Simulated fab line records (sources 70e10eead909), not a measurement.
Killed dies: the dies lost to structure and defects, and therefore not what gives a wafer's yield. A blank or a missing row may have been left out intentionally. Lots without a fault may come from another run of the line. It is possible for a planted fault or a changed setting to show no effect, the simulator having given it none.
The tool behind it: which one? | flow nand harc | 12 lots with 35 wafers sampled at 4 steps, on a route of 1302 steps

== WHAT THE GAUGES READ, wafer by wafer ==
The record lacks any reading of a measuring or inspecting step that a usual standard deviation could be used to judge.

== TOOL THAT RAN EACH LOT (tool first, then ch and the chambers of the sampled wafers, then the start) ==
lot  | NHARC_A_STAIRCASE_ETCH_453         | NHARC_A_STAIRCASE_STRIP_316                   | NHARC_A_STAIRCASE_ETCHBACK_416                | NHARC_A_STAIRCASE_ALD_420
L691 | rie diel-06 ch 1,2,3, day 17 15:59 | rie diel-06 ch 0,1,3, day 17 23:31 or earlier | rie diel-02 ch 0,1,2, day 17 23:31 or earlier | ald hk-02 ch 0,1,2, day 17 23:31
L690 | rie diel-04 ch 0,1, day 18 06:15   | rie diel-04 ch 0,1,3, day 18 13:01 or earlier | rie diel-02 ch 1,2, day 18 13:01 or earlier   | ald hk-04 ch 0,1,2, day 18 13:01
L692 | rie diel-04 ch 2,3, day 18 07:44   | rie diel-04 ch 2,3, day 18 12:54 or earlier   | rie diel-04 ch 0,1, day 18 12:54 or earlier   | ald hk-02 ch 0,3, day 18 12:54
L694 | rie diel-02 ch 1,2,3, day 18 15:07 | rie diel-02 ch 0,1,2, day 18 21:24 or earlier | rie diel-02 ch 1,2, day 18 21:24 or earlier   | ald hk-04 ch 2,3, day 18 21:24
L696 | rie diel-04 ch 0,1,2, day 19 07:37 | rie diel-04 ch 0,1,2, day 19 13:52 or earlier | rie diel-06 ch 1,2, day 19 13:52 or earlier   | ald hk-02 ch 0,1, day 19 13:52
L697 | rie diel-04 ch 0,2, day 20 04:45   | rie diel-04 ch 2,3, day 20 11:05 or earlier   | rie diel-04 ch 1,2,3, day 20 11:05 or earlier | ald hk-02 ch 0,2,3, day 20 11:05
L701 | rie diel-04 ch 0,3, day 21 14:46   | rie diel-04 ch 0,1,2, day 21 21:13 or earlier | rie diel-04 ch 0,2,3, day 21 21:13 or earlier | ald hk-04 ch 1,2, day 21 21:13
L703 | rie diel-02 ch 1,2,3, day 23 04:50 | rie diel-02 ch 0,2,3, day 23 11:27 or earlier | rie diel-02 ch 1,2,3, day 23 11:27 or earlier | ald hk-01 ch 1,2,3, day 23 11:27
L709 | rie diel-04 ch 0,3, day 24 23:14   | rie diel-04 ch 1,2, day 25 05:32 or earlier   | rie diel-06 ch 1,2, day 25 05:32 or earlier   | ald hk-04 ch 1,3, day 25 05:32
L711 | rie diel-06 ch 0,2,3, day 25 21:16 | rie diel-06 ch 0,2,3, day 26 05:54 or earlier | rie diel-06 ch 0,1,2, day 26 05:54 or earlier | ald hk-01 ch 0,2,3, day 26 05:54
L712 | rie diel-06 ch 2,3, day 27 02:11   | rie diel-06 ch 0,1, day 27 08:41 or earlier   | rie diel-06 ch 0,3, day 27 08:41 or earlier   | ald hk-04 ch 0,2, day 27 08:41
L713 | rie diel-02 ch 1,2,3, day 27 05:09 | rie diel-02 ch 1,3, day 27 11:27 or earlier   | rie diel-02 ch 0,1,2, day 27 11:27 or earlier | ald hk-04 ch 0,1,2, day 27 11:27
- NHARC_A_STAIRCASE_ETCH_453: etches the open film in CF4/O2, target depth 30 nm, overetch 3 nm, time 16.5 s.
- NHARC_A_STAIRCASE_STRIP_316: strips in O2.
- NHARC_A_STAIRCASE_ETCHBACK_416: etches the open film in C4F8/O2/Ar, target depth 36 nm, time 7.2 s.
- NHARC_A_STAIRCASE_ALD_420: deposits SiO2, target thk 20 nm, pulse time 6 s, ald cycles 200.

== AS READ BY THE TOOLS THEMSELVES (means over the sampled wafers that have a number; for cases with no such wafer, the mark the record gives instead) ==
NHARC_A_STAIRCASE_ETCH_453. Usual: cf4 flow sccm 80.02 sccm, standard deviation 0.24; drypump motor current A 5.90 A, standard deviation 0.27; oes product au 1.001 a.u., standard deviation 0.011; rf vpp V 197.1 V, standard deviation 1.5; showerhead plenum p Torr 1.30 Torr, standard deviation 0.064; throttle valve pct 13.399 %, standard deviation 0.0096.
lot  | tool        | cf4 flow sccm (sccm) | drypump motor current A (A) | oes product au (a.u.) | rf vpp V (V) | showerhead plenum p Torr (Torr) | throttle valve pct (%) | flag
L691 | rie diel-06 | 80.13                | 6.00                        | 1.012                 | 199.1        | 1.37                            | 13.399                 |
L690 | rie diel-04 | 80.28                | 5.84                        | 0.994                 | 197.6        | 1.27                            | 13.408                 |
L692 | rie diel-04 | 80.06                | 6.12                        | 0.995                 | 196.4        | 1.26                            | 13.402                 |
L694 | rie diel-02 | 79.86                | 6.01                        | 1.004                 | 196.6        | 1.29                            | 13.399                 |
L696 | rie diel-04 | 79.75                | 5.91                        | 1.001                 | 195.8        | 1.27                            | 13.398                 |
L697 | rie diel-04 | 80.09                | 5.96                        | 1.005                 | 195.9        | 1.26                            | 13.401                 |
L701 | rie diel-04 | 79.88                | 5.96                        | 0.999                 | 195.9        | 1.24                            | 13.409                 |
L703 | rie diel-02 | 79.87                | 5.98                        | 1.005                 | 196.1        | 1.29                            | 13.403                 |
L709 | rie diel-04 | 79.87                | 5.86                        | 0.985                 | 198.6        | 1.34                            | 13.405                 |
L711 | rie diel-06 | 79.87                | 5.72                        | 1.000                 | 198.8        | 1.34                            | 13.396                 |
L712 | rie diel-06 | 79.90                | 6.06                        | 0.996                 | 198.2        | 1.32                            | 13.402                 |
L713 | rie diel-02 | 79.90                | 6.00                        | 1.005                 | 195.9        | 1.28                            | 13.404                 |

NHARC_A_STAIRCASE_STRIP_316. Usual: drypump motor current A 5.91 A, standard deviation 0.28; oes product au 0.998 a.u., standard deviation 0.011; rf vpp V 57.5 V, standard deviation 0.91; showerhead plenum p Torr 3.44 Torr, standard deviation 0.16; throttle valve pct 17.035 %, standard deviation 0.0091.
lot  | tool        | drypump motor current A (A) | oes product au (a.u.) | rf vpp V (V) | showerhead plenum p Torr (Torr) | throttle valve pct (%) | flag
L691 | rie diel-06 | 5.66                        | 0.998                 | 57.9         | 3.65                            | 17.037                 |
L690 | rie diel-04 | 5.92                        | 1.000                 | 57.2         | 3.34                            | 17.034                 |
L692 | rie diel-04 | 6.11                        | 0.990                 | 57.6         | 3.31                            | 17.033                 |
L694 | rie diel-02 | 5.95                        | 1.000                 | 56.9         | 3.42                            | 17.039                 |
L696 | rie diel-04 | 5.94                        | 1.000                 | 58.3         | 3.35                            | 17.035                 |
L697 | rie diel-04 | 6.13                        | 0.991                 | 58.0         | 3.33                            | 17.040                 |
L701 | rie diel-04 | 5.91                        | 0.993                 | 57.8         | 3.34                            | 17.032                 |
L703 | rie diel-02 | 6.07                        | 1.000                 | 57.7         | 3.38                            | 17.034                 |
L709 | rie diel-04 | 6.05                        | 1.010                 | 57.8         | 3.34                            | 17.041                 |
L711 | rie diel-06 | 5.74                        | 0.990                 | 58.1         | 3.54                            | 17.047                 |
L712 | rie diel-06 | 5.73                        | 1.003                 | 58.0         | 3.57                            | 17.033                 |
L713 | rie diel-02 | 6.01                        | 1.000                 | 56.7         | 3.31                            | 17.032                 |

NHARC_A_STAIRCASE_ETCHBACK_416. Usual: oes product au 0.94 a.u., standard deviation 0.034; rf vpp V 721 V, standard deviation 4.2.
lot  | tool        | oes product au (a.u.) | rf vpp V (V) | flag
L691 | rie diel-02 | 1.01                  | 719          |
L690 | rie diel-02 | 1.01                  | 721          |
L692 | rie diel-04 | 0.92                  | 718          |
L694 | rie diel-02 | 0.93                  | 722          |
L696 | rie diel-06 | 0.93                  | 725          |
L697 | rie diel-04 | 0.92                  | 718          |
L701 | rie diel-04 | 0.92                  | 717          |
L703 | rie diel-02 | 0.93                  | 719          |
L709 | rie diel-06 | 0.93                  | 722          |
L711 | rie diel-06 | 0.93                  | 722          |
L712 | rie diel-06 | 0.93                  | 728          |
L713 | rie diel-02 | 0.93                  | 719          |

NHARC_A_STAIRCASE_ALD_420. Usual: heater power w 505 W, standard deviation 38; precursor pulse height rel 1.002, standard deviation 0.017.
lot  | tool      | heater power w (W) | precursor pulse height rel | flag
L691 | ald hk-02 | 504                | 0.984                      |
L690 | ald hk-04 | 521                | 1.014                      |
L692 | ald hk-02 | 531                | 0.978                      |
L694 | ald hk-04 | 494                | 0.992                      |
L696 | ald hk-02 | 498                | 0.999                      |
L697 | ald hk-02 | 522                | 0.989                      |
L701 | ald hk-04 | 518                | 0.991                      |
L703 | ald hk-01 | 486                | 1.022                      |
L709 | ald hk-04 | 462                | 0.998                      |
L711 | ald hk-01 | 495                | 1.005                      |
L712 | ald hk-04 | 547                | 0.994                      |
L713 | ald hk-04 | 529                | 1.019                      |

== THE ANSWER, worked out from the rows above alone ==
Rule: lot off if the mean of its wafers having a number is beyond 3 standard deviations from the usual mean. A lot without any number at a reading at which 4 lots or more have one is off too. The other lots that the step has rows for count as sound. After the gauges, taken in route order, come the tools' own readings; for these a lot's mean is taken, as printed above. At the first step where some lot is off, the reading lying furthest off is the one used; lots without a number count as furthest.
Nothing can be told from this: no lot is off at any reading shown.

== WHAT WAS PUT IN BY THE SIMULATOR ==
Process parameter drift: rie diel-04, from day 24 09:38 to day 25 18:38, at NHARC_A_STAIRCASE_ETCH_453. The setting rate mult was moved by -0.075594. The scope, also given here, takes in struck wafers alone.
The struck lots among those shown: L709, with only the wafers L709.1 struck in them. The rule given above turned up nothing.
